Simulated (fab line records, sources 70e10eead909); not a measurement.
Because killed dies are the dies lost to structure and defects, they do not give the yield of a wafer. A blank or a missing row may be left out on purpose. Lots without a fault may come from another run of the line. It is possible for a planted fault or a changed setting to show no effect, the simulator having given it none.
Code-filled problem report in 8D (eight disciplines) form | flow nand_harc | the parts of the form that need people (team, actions taken, sign-off) are left out

== 1. WHAT WENT WRONG ==
NHARC_THIN_TSV_INSPECT_40, raw_defect_count: mean 945 over 1 wafer from 1 lot; wafers with no fault: 464, standard deviation 85. Measured from the usual mean, that is +5.7 standard deviations.
First observed at day 24 03:24: wafer L912.2, on defect_inspect-02. The record has a number at this step for 36 wafers belonging to 12 lots. By rule, "out" or "out of limits" means more than 4 standard deviations away from the usual mean. The other wafers with a number count as sound.

== 2. WHAT IT IS, AND WHAT IT ISN'T ==
question                    | is                | is not
which readings at this step | raw_defect_count  | -
which lots                  | L912              | L896, L897, L898, L900, L901, L902, L903, L905, L913, L917, L918
which wafers of those lots  | L912.2            | L912.1, L912.4
read on which gauges        | defect_inspect-02 | defect_inspect-01
when                        | from day 24 03:24 | up to then (29 sound wafers); but 6 sound wafers of L917, L918 came after

== 3. SUSPECTS, AND WHAT RULES EACH OUT ==
Counting: if a tool at a process step up to the reading ran every lot that is out, it stays a suspect. Sound lots after the first of them don't rule it out here, since some wafers of a struck lot are sound.
- ruled out: the gauge at NHARC_THIN_TSV_INSPECT_40. All the wafers that are out were read on defect_inspect-02, but those of them that NHARC_END_SORT_01 has rows for are out there too, on other tools.
- rie_diel-12 at NHARC_THIN_TSV_ETCHBACK_48 (etches the open film in C4F8/Ar, target depth 1028.5 nm, time 405.17 s): kept. The lot that is out, L912, ran on it at day 23 19:24; the last sound lot it ran before that was L905, at day 22 01:43.
- plasma_asher-01 at NHARC_THIN_TSV_STRIP_56 (strips in O2): kept. The lot that is out, L912, ran on it at day 23 23:47; the last sound lot it ran before that was L913, at day 23 10:05.
- wet_bench-10 at NHARC_THIN_TSV_STRIP_57 (strips in post etch residue remover, time 1200 s): kept. The lot that is out, L912, ran on it at day 24 00:07; the last sound lot it ran before that was L913, at day 23 10:27.
- At NHARC_THIN_TSV_ETCHBACK_48, inside rie_diel-12: chamber 0 took the wafers that are out, while their sound lot-mates went through chambers 1, 2.
- Within plasma_asher-01 at NHARC_THIN_TSV_STRIP_56: the wafers that are out ran in chamber 1; their sound lot-mates ran in chamber 0.
Still standing after the count: rie_diel-12 at NHARC_THIN_TSV_ETCHBACK_48, plasma_asher-01 at NHARC_THIN_TSV_STRIP_56, wet_bench-10 at NHARC_THIN_TSV_STRIP_57.

== 4. THE CAUSE (what the simulator had put in) ==
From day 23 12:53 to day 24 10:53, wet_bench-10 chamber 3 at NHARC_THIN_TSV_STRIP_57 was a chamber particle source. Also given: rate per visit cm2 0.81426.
Counting leaves 3 suspects; this tool is one of them.

== 5. THE EFFECT CHAIN, in route order ==
One row per reading whose mean, taken over the struck wafers that have a number, lies over 3 standard deviations from the usual. Only readings whose record carries a usual standard deviation are examined. hours: median over the lots of the time between each lot's start at the first step of this table that gives one and its start at this step. sigmas: the change, counted in usual standard deviations.
hours | step                      | reading              | usual  | on struck wafers | change | sigmas
0     | NHARC_THIN_TSV_INSPECT_40 | raw_defect_count     | 464    | 945              | +481   | +5.7
7     | NHARC_END_SORT_01         | defect_limited_yield | 95.8 % | 90.5             | -5.3   | -4.1
7     | NHARC_END_SORT_01         | killed_at_other      | 0.8    | 34.0             | +33.2  | +28
7     | NHARC_END_SORT_01         | killed_dies          | 28     | 64               | +36    | +4.0
7     | NHARC_END_SORT_01         | sort_bin_2_pct       | 1.3 %  | 4.1              | +2.8   | +4.9
7     | NHARC_END_SORT_01         | sort_bin_3_pct       | 0.22 % | 1.62             | +1.40  | +7.4
7     | NHARC_END_SORT_01         | sort_n_pass          | 649    | 613              | -36    | -4.0
7     | NHARC_END_SORT_01         | sort_rim_yield_pct   | 95 %   | 83               | -12    | -3.9
7     | NHARC_END_SORT_01         | sort_yield_pct       | 95.8 % | 90.5             | -5.3   | -4.1

== 6. WHAT WOULD HAVE CAUGHT IT SOONER ==
15 hours passed between the start of the fault at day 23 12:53 and the first reading out of limits at a measuring or inspecting step in this record, taken at day 24 03:24.
By day 24 03:24 the whole set of lots that are out, 1 in number, had already begun NHARC_THIN_TSV_STRIP_57 on wet_bench-10. Holding the tool at that point would not have protected any of them.
